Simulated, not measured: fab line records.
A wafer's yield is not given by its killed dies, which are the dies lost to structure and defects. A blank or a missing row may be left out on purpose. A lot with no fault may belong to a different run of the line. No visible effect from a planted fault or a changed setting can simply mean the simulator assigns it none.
Which tool did it? | flow n5Finfet | 12 lots, 36 wafers sampled, at 1 step of a route of 1938

## WHAT THE GAUGES SHOWED, per wafer
N5_BEOL_M4_OVL_MEAS_12.
lot  | measured     | on         | M4_OVL (nm)
L076 | day 8 07:29  | overlay-02 | 0.0 -0.8 0.8
L077 | day 8 10:59  | overlay-01 | -1.1 -0.9 0.2
L080 | day 8 20:09  | overlay-02 | -0.7 -0.8 -0.7
L082 | day 9 22:03  | overlay-02 | -0.7 -1.4 -0.9
L084 | day 10 07:04 | overlay-02 | 0.1 0.1 0.7
L085 | day 10 22:29 | overlay-01 | -0.5 -0.1 -1.1
L088 | day 11 07:11 | overlay-02 | 0.2 -0.3 -0.5
L089 | day 11 11:07 | overlay-01 | 0.2 0.9 0.9
L090 | day 11 19:59 | overlay-01 | -0.7 -0.6 0.6
L093 | day 12 15:23 | overlay-02 | 2.0 1.2 2.1
L095 | day 13 01:34 | overlay-02 | -0.4 -0.5 0.0
L096 | day 13 21:22 | overlay-02 | 1.2 0.2 0.6

## TOOL THAT RAN EACH LOT (tool first, then ch and the chambers of the sampled wafers, then the start)
No process step before these readings appears in the record.

## THE ANSWER, worked out from the rows above alone
Rule: the lots themselves supply what counts as usual. The widest of any qualifying gaps counts: lots, ordered by their means at a reading, are off when they make up no more than a third of the lots, leave a main group of 4 or more, and stand apart from it by 3 or more times the standard deviation of that group's means. The tables above print the reading to a certain number of digits; a main group whose means all agree to those digits is not used. Also off: a lot with no number at a reading for which 4 or more lots have one. The other lots that the step has rows for count as sound.
Nothing can be told from this: no lot is off at any reading shown.

## WHAT THE SIMULATOR HAD INSERTED
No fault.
